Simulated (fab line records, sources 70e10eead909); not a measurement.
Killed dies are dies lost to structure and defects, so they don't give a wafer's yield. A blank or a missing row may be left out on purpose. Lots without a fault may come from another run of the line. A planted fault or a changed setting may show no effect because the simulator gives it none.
fab line records | flow nand_harc
record lots=5 wafers=15 last_day=24
route steps=1159 shown A_STAIRCASE@537 END@1159
lots that met no fault: from a run of the same line without faults
start_h: hours from the record's first day to the start of the lot's first wafer shown | wait_h: hours since the lot's step before | " the same as in the row above | L1.1+2: a row that stands for several wafers | - no value, or no start given | * or withheld: withheld | < > ~ a bound
route shown NAME@n: a module of which the file shows steps, and the number in the route of the first | usual: mean/standard deviation of fault-free wafers | same: alike in all rows | chamber/n: place in a boat | sites: the reading at each site | _std_site: their standard deviation | _edge_site: outer sites' mean less inner sites' | radius_mm: how far each site lies from the wafer's centre | mask NAME#n: copy n | behind: the tool/chamber that last shaped the wafer | hold: why the lot was held/for how many hours/how that ended | device: the transistor (n, p or np) that didn't switch | end of line: the same wafers' tests at the end of the route | a step without rows: its recipe alone | killed: dies lost to structure and defects at the first sort, not the wafer's yield | map: a wafer's dies, x killed, . not, _ none there
set.NAME: the setting as run; set.NAME@STEP: as run at that earlier step | model.NAME: the simulator's own value behind a step, which no gauge read
lots at some steps of the route; a table a step, a row a wafer
services: from which hour (start_h, from the record's first day; less than 0 if before it) a tool's chamber was out of use, for how many hours, and why
## steps
# step NHARC_A_STAIRCASE_DEHYDRATE_01
# recipe temp_c=150 time_s=120
# step NHARC_A_STAIRCASE_HMDS_02
# recipe time_s=30
# step NHARC_A_STAIRCASE_COAT_03
# recipe spin_rpm=1200
# step NHARC_A_STAIRCASE_SOFTBAKE_04
# recipe temp_c=135 time_s=170
# step NHARC_A_STAIRCASE_EBR_05
# step NHARC_A_STAIRCASE_EXPOSE_06
# recipe na=0.5 dose_mj=25.43 mask_id=STAIR
# step NHARC_A_STAIRCASE_PEB_07
# recipe peb_temp_c=115 peb_time_s=130
# step NHARC_A_STAIRCASE_DEVELOP_08
# recipe time_s=140
# step NHARC_A_STAIRCASE_HARDBAKE_10
# recipe temp_c=120 time_s=140
# step NHARC_A_STAIRCASE_DESCUM_11
# recipe time_s=3 o2_flow_sccm=200 ar_flow_sccm=0 bias_power_w=0 chemistry=O2
# usual drypump_motor_current_A=5.7/0.64 oes_product_au=1.003/0.014 rf_vpp_V=57.6/0.93 showerhead_plenum_p_Torr=1.87/0.081 throttle_valve_pct=11.311/0.0089
# columns lot.wafer tool chamber start_h wait_h drypump_motor_current_A oes_product_au rf_hours_counter_h rf_vpp_V showerhead_plenum_p_Torr throttle_valve_pct
L493.4 rie_diel-01 2 250.28 - 5.7 1.013 41 59.9 1.84 11.315
L493.2 " 1 " " 5.2 1.035 41 56.9 1.96 11.295
L493.6 " 2 " " 5.7 1.016 - 56.3 1.84 11.319
L506.2 rie_diel-01 1 339.41 - 5.3 1.004 4 57.0 1.95 11.320
L506.5 " 3 " " 4.9 0.996 - 56.9 1.84 11.324
L506.6 " 0 " " 6.6 1.013 - 57.7 1.79 11.313
L507.1 rie_diel-11 1 346.07 - 5.1 1.015 59 57.6 1.80 11.321
L507.6 " 1 " " 5.1 1.006 - 57.4 1.80 11.321
L507.5 " 2 " " 5.1 0.992 - 57.8 1.83 11.316
L510.2 rie_diel-11 0 355.85 - 6.0 0.972 58 57.8 1.95 11.318
L510.4 " 1 " " 5.1 1.004 63 56.0 1.80 11.304
L510.6 " 1 " " 5.1 1.004 - 56.7 1.80 11.299
L512.2 rie_diel-07 3 359.09 - 5.4 0.991 43 58.7 2.04 11.306
L512.4 " 1 " " 6.3 1.004 38 57.6 1.97 11.301
L512.6 " 3 " " 5.4 0.976 - 58.8 2.04 11.323
# step NHARC_A_STAIRCASE_TRIM_12
# recipe time_s=211.2 o2_flow_sccm=500 ar_flow_sccm=0 bias_w=0 chemistry=O2
# usual drypump_motor_current_A=5.7/0.65 oes_product_au=1.004/0.014 rf_vpp_V=57.6/0.92 showerhead_plenum_p_Torr=3.46/0.14 throttle_valve_pct=17.037/0.0095
# columns lot.wafer tool chamber start_h wait_h drypump_motor_current_A oes_product_au rf_hours_counter_h rf_vpp_V showerhead_plenum_p_Torr throttle_valve_pct
L493.2 rie_diel-01 0 250.38 0.1 6.6 0.998 37 56.8 3.32 17.030
L493.4 " 2 " " 5.7 1.021 41 56.9 3.40 17.026
L493.6 " 0 " " 6.6 0.989 - 57.0 3.32 17.035
L506.2 rie_diel-01 1 339.52 0.1 5.3 1.011 4 58.2 3.59 17.038
L506.5 " 2 " " 5.7 1.005 - 57.2 3.39 17.032
L506.6 " 3 " " 4.9 0.995 - 57.8 3.41 17.041
L507.1 rie_diel-11 0 346.16 0.1 6.0 0.973 55 58.2 3.59 17.030
L507.6 " 0 " " 6.1 0.972 - 59.5 3.59 17.044
L507.5 " 1 " " 5.1 1.001 - 57.3 3.33 17.051
L510.4 rie_diel-11 2 355.95 0.1 5.1 1.001 60 57.3 3.38 17.045
L510.2 " 0 " " 6.1 0.972 58 58.2 3.59 17.046
L510.6 " 2 " " 5.1 0.993 - 57.7 3.38 17.038
L512.2 rie_diel-07 3 359.17 0.1 5.4 0.983 43 58.7 3.75 17.046
L512.4 " 0 " " 5.3 1.022 40 58.6 3.29 17.028
L512.6 " 0 " " 5.3 1.025 - 56.5 3.29 17.033
# step NHARC_A_STAIRCASE_ETCH_13
# recipe target_depth_a=1000 time_s=40.5 ion_energy_ev=400 c4f8_flow_sccm=20 o2_flow_sccm=10 ar_flow_sccm=withheld rf_w=600 bias_w=1000 chemistry=C4F8/O2
# usual oes_product_au=0.942/0.016 rf_vpp_V=893/5.1
# columns lot.wafer tool chamber start_h wait_h oes_product_au rf_hours_counter_h rf_vpp_V
L493.4 rie_diel-01 1 250.53 - 0.956 41 899
L493.2 " 3 " " 0.943 36 891
L493.6 " 0 " " 0.927 - 889
L506.2 rie_diel-01 3 339.65 - 0.943 4 892
L506.5 " 1 " " 0.963 - 898
L506.6 " 2 " " 1.126 - 891
L507.1 rie_diel-11 0 346.32 - 0.901 55 899
L507.5 " 1 " " 0.935 - 888
L507.6 " 2 " " 0.914 - 892
L510.2 rie_diel-11 2 356.13 - 0.928 60 890
L510.4 " 3 " " 0.934 61 890
L510.6 " 1 " " 0.926 - 888
L512.2 rie_diel-07 1 359.33 - 0.966 39 900
L512.4 " 2 " " 0.940 36 894
L512.6 " 1 " " 0.959 - 901
# step NHARC_A_STAIRCASE_TRIM_14
# recipe time_s=211.2 o2_flow_sccm=500 ar_flow_sccm=0 bias_w=0 chemistry=O2
# usual drypump_motor_current_A=5.7/0.63 oes_product_au=1.005/0.013 rf_vpp_V=57.7/0.83 showerhead_plenum_p_Torr=3.45/0.13 throttle_valve_pct=17.036/0.0092
# columns lot.wafer tool chamber start_h wait_h drypump_motor_current_A oes_product_au rf_hours_counter_h rf_vpp_V showerhead_plenum_p_Torr throttle_valve_pct
L493.4 rie_diel-01 0 - - 6.6 0.999 37 57.8 3.32 17.050
L493.2 " 1 " " 5.2 1.032 41 59.9 3.60 17.045
L493.6 " 0 " " 6.6 1.000 - 58.8 3.32 17.031
L506.2 rie_diel-01 3 - - 4.8 0.996 4 56.8 3.41 17.030
L506.5 " 2 " " 5.7 1.013 - 55.9 3.39 17.032
L506.6 " 3 " " 4.8 1.002 - 57.2 3.41 17.037
L507.1 rie_diel-11 2 - - 5.0 0.990 56 58.0 3.38 17.031
L507.6 " 1 " " 5.1 0.995 - 57.4 3.33 17.037
L507.5 " 2 " " 5.1 0.989 - 58.1 3.38 17.038
L510.4 rie_diel-11 1 - - 5.1 1.009 63 56.4 3.33 17.040
L510.2 " 3 " " 5.6 1.004 61 58.4 3.36 17.042
L510.6 " 1 " " 5.1 1.006 - 57.6 3.33 17.041
L512.4 rie_diel-07 2 - - 6.7 0.979 36 58.7 3.47 17.044
L512.2 " 3 " " 5.4 0.993 43 57.6 3.75 17.019
L512.6 " 1 " " 6.4 1.009 - 58.1 3.63 17.030
# step NHARC_END_SORT_01
# recipe temp_c=25
# usual killed_at_array=28/11 killed_at_other=0.7/0.88 killed_at_periphery=3.1/2.2 killed_dies=31/12 killed_open=3.3/2 killed_short=2.0/1.6
# same gross_dies=677
# columns lot.wafer tool chamber start_h wait_h killed_at_array killed_at_other killed_at_periphery killed_dies killed_open killed_short
L507.1 prober-02 0 556.92 2.5 36 0 3 39 5 1
L507.5 prober-02 0 560.10 3.7 42 0 0 42 2 1
L507.6 prober-02 0 560.90 4.0 48 2 2 52 3 5
L506.6 prober-01 0 574.12 4.1 627 0 5 632 3 4
# killed by level:class
L507.1 A_SLIT:chamber_film_flake=13 A_CHANNEL_HOLE_D1:chamber_film_flake=11 A_CHANNEL_FILL_D1:chamber_film_flake=5 P_M1:geometric_particle:open=2 A_CONTACT:chamber_film_flake=2 P_CONTACT:geometric_particle:open=1 A_ONON_D1:geometric_particle:open=1 A_WL_FILL:geometric_particle:short=1
L507.5 A_CHANNEL_HOLE_D1:chamber_film_flake=20 A_SLIT:chamber_film_flake=16 A_STAIRCASE:chamber_film_flake=2 A_CHANNEL_FILL_D1:geometric_particle:open=1 A_STAIRCASE:geometric_particle:open=1 A_WL_FILL:geometric_particle:short=1 A_CONTACT:chamber_film_flake=1
L507.6 A_CHANNEL_HOLE_D1:chamber_film_flake=15 A_SLIT:chamber_film_flake=15 A_CHANNEL_FILL_D1:chamber_film_flake=3 A_STAIRCASE:chamber_film_flake=3 A_CONTACT:chamber_film_flake=3 A_ONON_D1:geometric_particle:short=2 A_WL_FILL:geometric_particle:short=2 P_GATE:chamber_film_flake=2
L506.6 A_STAIRCASE:area_etch=595 A_CHANNEL_HOLE_D1:chamber_film_flake=13 A_SLIT:chamber_film_flake=10 A_WL_FILL:chamber_film_flake=3 A_ONON_D1:geometric_particle:short=2 P_GATE:chamber_film_flake=2 P_CONTACT:geometric_particle:open=1 P_M0:geometric_particle:short=1
# map L506.6 (x killed, . not)
____________x____________
_________xxxxxxx_________
_______xxxxxxxxxxx_______
______xxxxxxxxxxxxx______
_____xxxxxxxxxxxxxxx_____
____xxxxxxxxxxxxxxxxx____
____xxxxxxxxxxxxxxxxx____
___xxxxxxx.xxxxxxxxxxx___
___xxxxxxxxxxxxxxxxxxx___
__xxxxxxxxxxxxxxxxxxxxx__
__xxxxxxxxxxxxxxxxxxxxx__
_xxxxxxxxxxxxxxxxxxxxxxx_
_xxxxxxxxxxxxx.x.xxxxxxx_
_xxxxxxxxxxxxxxx.xx.xxxx_
_xxxxxxxx.x....xx.xxxxxx_
_xxxxxxxxxxxxxx.xxxxxxxx_
xxxxxxxxxxxxxx.xxxxxxxxxx
xxxxxxxxxx.x.xxxxxxxxxxxx
xxxxxxxx..xx.x..x.xxxxxxx
xxxxxxxxxxxxxxxxxxxxxxxxx
xxxxxxxx.xx...x.xxxxxxxxx
_xxxxx.xxx..xx.x.xxxxxxx_
_xxxxx.xxxx.xx..xxxxxxxx_
_xxxxxxxxx.xxx.x.xxxxxxx_
_xxxxxx.xxxxxxxxxxxxxxxx_
_xxxxxxxx.x.x..xxxxxxxxx_
__xxxxxxxxxxx.xxxxxxxxx__
__xxxxxxxxx.xxxxxxxxxxx__
___xxxxxxxxxxxxxxxxxxx___
___xxxxxxxxxxxxxxxxxxx___
____xxxxxxxxxxxxxxxxx____
____xxxxxxxxxxxxxxxxx____
_____xxxxxxxxxxxxxxx_____
______xxxxxxxxxxxxx______
_______xxxxxxxxxxx_______
_________xxxxxxx_________
____________x____________
# map L493.2 (x killed, . not)
____________.____________
_________..x...._________
_______..........._______
______.............______
_____..............._____
____..........x......____
____.................____
___...................___
___...................___
__.....................__
__.............x.......__
_....x.................._
_......................._
_....................x.._
_......................._
_......................._
.........................
.........................
....................x...x
.....................x...
.........................
_.....................xx_
_....................xxx_
_.....................x._
_...................xxx._
_...........x...x.....x._
__....................x__
__....x...x....x.......__
___...................___
___...................___
____.................____
____x................____
_____..............._____
______.............______
_______..........._______
_________......._________
____________.____________
## services
# columns tool chamber start_h hours kind
rie_diel-11 2 228.09 10.0 repair
rie_diel-07 - 228.46 9.0 pm
rie_diel-01 - 228.51 2.2 repair
rie_diel-01 0 245.25 - clean
rie_diel-01 1 245.25 - clean
rie_diel-01 2 245.25 - clean
rie_diel-01 3 245.25 - clean
rie_diel-11 0 249.41 - clean
rie_diel-11 1 249.41 - clean
rie_diel-11 2 249.41 - clean
rie_diel-11 3 249.41 - clean
rie_diel-01 1 261.53 5.9 repair
rie_diel-07 2 267.40 10.3 repair
rie_diel-01 0 269.75 - clean
rie_diel-01 1 269.75 - clean
rie_diel-01 2 269.75 - clean
rie_diel-01 3 269.75 - clean
rie_diel-11 0 273.91 - clean
rie_diel-11 1 273.91 - clean
rie_diel-11 2 273.91 - clean
rie_diel-11 3 273.91 - clean
rie_diel-01 - 314.91 9.0 pm
rie_diel-01 2 331.12 8.1 repair
rie_diel-07 - 335.76 2.1 repair
## key
first_sign step=NHARC_A_STAIRCASE_ETCH_13 reading=oes_product_au direction=up sigmas=11 usual=0.942 struck=1.126
effect step=NHARC_END_SORT_01 reading=killed_at_array direction=up sigmas=53 usual=28 struck=627
more_kills_born_at NHARC_A_STAIRCASE_ETCH_13@rie_diel-01=595
met_at NHARC_A_STAIRCASE_ETCH_13
struck_wafers L506.6
later_rows_left_out L506.6
tester_left_out L506
fault kind=process_parameter_drift tool=rie_diel-01 chamber=2 onset_h=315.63 steps=NHARC_A_STAIRCASE_ETCH_13 channel=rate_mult offset=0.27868 shape=step end_h=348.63
# tester_left_out: of these lots the tester's yield and bins aren't shown, on N5 and GAA mostly nor the transistor test; their killed dies are dies lost to structure and defects alone, not to doping, threshold or leakage, so they don't give the yield
# later_rows_left_out: the simulator's readings of these wafers behind a module that went badly wrong aren't trusted and aren't shown, but for the sort
